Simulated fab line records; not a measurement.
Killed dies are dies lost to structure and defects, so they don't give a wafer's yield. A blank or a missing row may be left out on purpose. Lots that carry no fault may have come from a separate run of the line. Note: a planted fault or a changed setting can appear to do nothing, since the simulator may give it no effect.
Chamber matching | flow nand-harc | NHARC_P_ZERO_WELL_ETCH_63 on rie-si-05: 4 sister chambers
The step etches the open film in HBr/Cl2, target depth 120 nm, time 40.1 s. 8 wafers are shown with their chamber, then 11 later ones without.

== WAFERS, EACH WITH ITS CHAMBER ==
wafer  | chamber | drypump-motor-current-A (A) | oes-product-au (a.u.)
L087.5 | 2       | 5.8                         | 1.008
L087.6 | 1       | 5.7                         | 1.031
L088.1 | 1       | 5.6                         | 1.024
L088.5 | 2       | 5.8                         | 1.008
L089.1 | 3       | 6.3                         | 0.978
L089.2 | 0       | 4.9                         | 1.002
L089.6 | 3       | 6.3                         | 0.973
L091.4 | 0       | 4.9                         | 1.011

== WAFERS WHOSE CHAMBER IS MISSING ==
wafer  | drypump-motor-current-A (A) | oes-product-au (a.u.)
L091.5 | 6.3                         | 0.984
L091.6 | 4.9                         | 1.010
L093.2 | 4.9                         | 1.013
L093.3 | 6.2                         | 0.984
L093.6 | 5.7                         | 1.025
L094.2 | 5.7                         | 1.025
L094.4 | 4.9                         | 1.021
L094.5 | 6.2                         | 0.982
L095.3 | 5.9                         | 0.996
L095.5 | 4.9                         | 1.016
L095.6 | 5.7                         | 1.004

== THE CHAMBER EACH PASSED THROUGH ==
wafer  | from the rows above | in truth
L091.5 | 3                   | 3
L091.6 | 0                   | 0
L093.2 | 0                   | 0
L093.3 | 3                   | 3
L093.6 | 1                   | 1
L094.2 | 1                   | 1
L094.4 | 0                   | 0
L094.5 | 3                   | 3
L095.3 | 2                   | 2
L095.5 | 0                   | 0
L095.6 | 2                   | 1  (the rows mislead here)
Correctly placed: 10 of 11. Can't be placed from these rows: 0. 1 placed wrongly.
How it was worked out, from the rows above alone: a wafer's distance from a chamber is the root of the sum, over the readings, of the square of ((its reading less the chamber's mean) divided by the reading's scatter). The wafer belongs to the nearest chamber; if the next one is less than 2 further off, it can't be placed. A chamber's mean is the mean of its shown wafers. How the scatter is found: for the shown wafers, subtract from each reading the mean of its chamber, square and add these, divide the total by (wafers less chambers), then take the root.
